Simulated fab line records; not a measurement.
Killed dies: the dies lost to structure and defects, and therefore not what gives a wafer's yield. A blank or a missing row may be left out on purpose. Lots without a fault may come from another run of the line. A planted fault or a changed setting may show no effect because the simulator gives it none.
Matching of chambers + flow nand_harc + NHARC_A_STAIRCASE_TRIM_20 on rie_diel-02: 4 sister chambers
The step chemistry O2, time 211.2 s. 14 wafers are shown with their chamber, then 7 later ones without.

WAFERS PAIRED WITH THEIR CHAMBERS
| wafer  | chamber | showerhead_plenum_p_Torr (Torr) | drypump_motor_current_A (A) | rf_vpp_V (V) |
|--------|---------|---------------------------------|-----------------------------|--------------|
| L076.1 | 2       | 3.27                            | 5.4                         | 56.3         |
| L076.3 | 1       | 3.47                            | 6.7                         | 58.2         |
| L076.4 | 3       | 3.67                            | 6.1                         | 58.1         |
| L078.1 | 2       | 3.27                            | 5.4                         | 56.9         |
| L078.2 | 0       | 3.45                            | 6.6                         | 58.2         |
| L078.4 | 1       | 3.47                            | 6.7                         | 58.1         |
| L079.2 | 2       | 3.27                            | 5.4                         | 57.2         |
| L079.4 | 1       | 3.47                            | 6.7                         | 58.0         |
| L079.5 | 0       | 3.45                            | 6.5                         | 57.4         |
| L082.3 | 2       | 3.27                            | 5.4                         | 57.7         |
| L082.5 | 3       | 3.67                            | 6.1                         | 58.2         |
| L082.6 | 2       | 3.27                            | 5.4                         | 56.2         |
| L090.2 | 3       | 3.66                            | 6.1                         | 58.0         |
| L090.5 | 0       | 3.44                            | 6.5                         | 57.9         |

SIGNATURES (averages over the wafers above)
| reading                  | chamber 0 | chamber 1 | chamber 2 | chamber 3 | scatter within a chamber |
|--------------------------|-----------|-----------|-----------|-----------|--------------------------|
| showerhead_plenum_p_Torr | 3.4467    | 3.4700    | 3.2700    | 3.6667    | 0.00365                  |
| drypump_motor_current_A  | 6.533     | 6.700     | 5.400     | 6.100     | 0.0258                   |
| rf_vpp_V                 | 57.833    | 58.100    | 56.860    | 58.100    | 0.44                     |
Rule: for each reading, subtract the chamber's mean from the wafer's reading, divide by that reading's scatter and square the result; add these up over the readings and take the root, which gives the wafer's distance from the chamber. The wafer belongs to the nearest chamber; if the next one is less than 2 further off, it can't be placed. The scatter is the square root of a quotient: the sum, over the shown wafers, of each reading's squared deviation from its chamber's mean, divided by wafers minus chambers.

WAFERS WHOSE CHAMBER IS MISSING
| wafer  | showerhead_plenum_p_Torr (Torr) | drypump_motor_current_A (A) | rf_vpp_V (V) |
|--------|---------------------------------|-----------------------------|--------------|
| L090.6 | 3.66                            | 6.1                         | 57.4         |
| L095.2 | 3.44                            | 6.6                         | 57.2         |
| L095.3 | 3.46                            | 6.7                         | 58.0         |
| L095.6 | 3.80                            | 5.4                         | 59.0         |
| L097.2 | 3.43                            | 6.5                         | 57.3         |
| L097.4 | 3.80                            | 5.4                         | 57.6         |
| L097.6 | 3.43                            | 6.6                         | 57.4         |

THE CHAMBER EACH PASSED THROUGH
| wafer  | from the rows above | in truth                   |
|--------|---------------------|----------------------------|
| L090.6 | 3                   | 3                          |
| L095.2 | 0                   | 0                          |
| L095.3 | 1                   | 1                          |
| L095.6 | 3                   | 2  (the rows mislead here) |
| L097.2 | 0                   | 0                          |
| L097.4 | 3                   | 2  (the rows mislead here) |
| L097.6 | 0                   | 0                          |
Placed correctly: 5 of 7. Number that these rows cannot place: 0. Wrongly placed: 2.
